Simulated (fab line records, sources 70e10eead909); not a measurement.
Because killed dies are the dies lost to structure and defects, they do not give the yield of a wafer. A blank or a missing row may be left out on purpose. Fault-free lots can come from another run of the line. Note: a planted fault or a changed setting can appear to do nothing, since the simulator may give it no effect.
Comparing a struck lot with a sound one -- flow nand-harc -- 14 steps out of a route of 1159
Sound: wafers L842.1, L842.3, L842.4. Struck: wafer L852.2. (L852.4 of the same lot was not struck and is left out.) The cause comes at the end.
Per side, at each step with rows, come the tool, then ch with its chambers, and then its first start. Under that, the readings that differ: sound wafers -- struck wafers -- difference of the means -- sigmas: that difference in standard deviations of wafers without a fault.
alike: words and numbers the same on both sides, and readings whose means are apart by under 2 such deviations; not compared: readings that were withheld, readings missing a value for some wafer, numbers with overlapping values and no deviation given by the record, and bounds like >300 which may hide the same value.
A row with sigmas, a row that says differs or no value, or rows on one side alone: a step with any of these is where the two part. Non-overlapping numbers with no deviation appear without sigmas and do not part them. A reading that every wafer of one side lacks parts them only if that side has two wafers or more.

NHARC_A_CONTACT_DESCUM_13: chemistry O2, time 3 s.
  sound on rie-diel-08 ch 0,1,3, day 18 21:14; struck on rie-diel-08 ch 2, day 21 13:25
reading,sound,struck,difference,sigmas
rf-hours-counter-h (h),41 46 38,1,-41,
  alike: drypump-motor-current-A, oes-product-au, rf-vpp-V, showerhead-plenum-p-Torr, throttle-valve-pct
then, 3 steps without rows for these wafers: NHARC_A_CONTACT_ETCH_88 (etches the open film in CF4, target depth 39 nm, time 65 s); NHARC_A_CONTACT_ETCH_89 (etches the open film in N2/H2, target depth 260 nm, time 475.3 s); NHARC_A_CONTACT_ETCH_30 (etches the open film in CF4/CHF3, target depth 60.5 nm, time 30.2 s).
NHARC_A_CONTACT_ETCH_31: etches the open film in O2/COS, target depth 2000 nm, time 520 s.
  sound on rie-diel-08 ch 1,2,3; struck on rie-diel-08 ch 0
reading,sound,struck,difference,sigmas
rf-hours-counter-h (h),43 39 47,1,-42,
  alike: drypump-motor-current-A, oes-product-au, rf-fwd-power-W, rf-vpp-V, showerhead-plenum-p-Torr, throttle-valve-pct
then, 1 step without rows for these wafers: NHARC_A_CONTACT_ETCH_134 (etches the open film in C4F8/O2/Ar, time 140 s, target depth 700 nm).
NHARC_A_CONTACT_ETCH_135: etches the open film in C4F8/O2/Ar, time 132 s, target depth 1287 nm.
  sound on har-cap-etch-03 ch 0,1, day 18 23:55; struck on har-cap-etch-02 ch 1, day 21 14:38
  not compared: rf-hours-counter-h
NHARC_A_CONTACT_ETCH_136: etches the open film in C4F8/O2/Ar, time 132 s, target depth 1287 nm.
  sound on har-cap-etch-03 ch 0,1, day 19 00:02; struck on har-cap-etch-02 ch 1, day 21 14:46
  not compared: rf-hours-counter-h
then, 3 steps without rows for these wafers: NHARC_A_CONTACT_ETCH_137 (etches the open film in C4F8/O2/Ar, time 132 s, target depth 1287 nm); NHARC_A_CONTACT_ETCH_138 (etches the open film in C4F8/O2/Ar, time 132 s, target depth 1289 nm); NHARC_A_CONTACT_ETCH_139 (etches the open film in C4F8/O2/Ar, time 137 s, target depth 590 nm).
NHARC_A_CONTACT_ETCH_92: etches the open film in CH3F/O2, target depth 40 nm, time 85.7 s.
  sound on rie-diel-08 ch 0,1,2, day 19 00:49; struck on rie-diel-13 ch 1, day 21 15:31
reading,sound,struck,difference,sigmas
rf-hours-counter-h (h),48 44 48,5,-42,
  alike: drypump-motor-current-A, oes-product-au, rf-fwd-power-W, rf-vpp-V, showerhead-plenum-p-Torr, throttle-valve-pct
NHARC_A_CONTACT_ETCH_98: etches the open film in C4F6/O2, target depth 20 nm, time 10 s.
  sound on rie-diel-08 ch 0,2,3, day 19 00:58; struck on rie-diel-13 ch 2, day 21 15:39
reading,sound,struck,difference,sigmas
oes-product-au (a.u.),0.952 0.935 0.945,0.792,-0.152,-8
rf-hours-counter-h (h),48 48 40,6,-39,
  alike: drypump-motor-current-A, rf-fwd-power-W, rf-vpp-V, showerhead-plenum-p-Torr, throttle-valve-pct
NHARC_A_CONTACT_CD_MEAS_15:
  sound on cd-sem-03, day 19 01:02; struck on cd-sem-01, day 21 15:44
  alike: cd-nm

== WHERE THEY PART ==
Within this record, at NHARC_A_CONTACT_ETCH_98 only. Later steps at which nothing parts them and some readings are alike: NHARC_A_CONTACT_CD_MEAS_15.

WHY: the cause the simulator had injected
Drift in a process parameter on rie-diel-13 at NHARC_A_CONTACT_ETCH_98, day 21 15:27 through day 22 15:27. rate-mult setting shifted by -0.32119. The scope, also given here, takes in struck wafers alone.
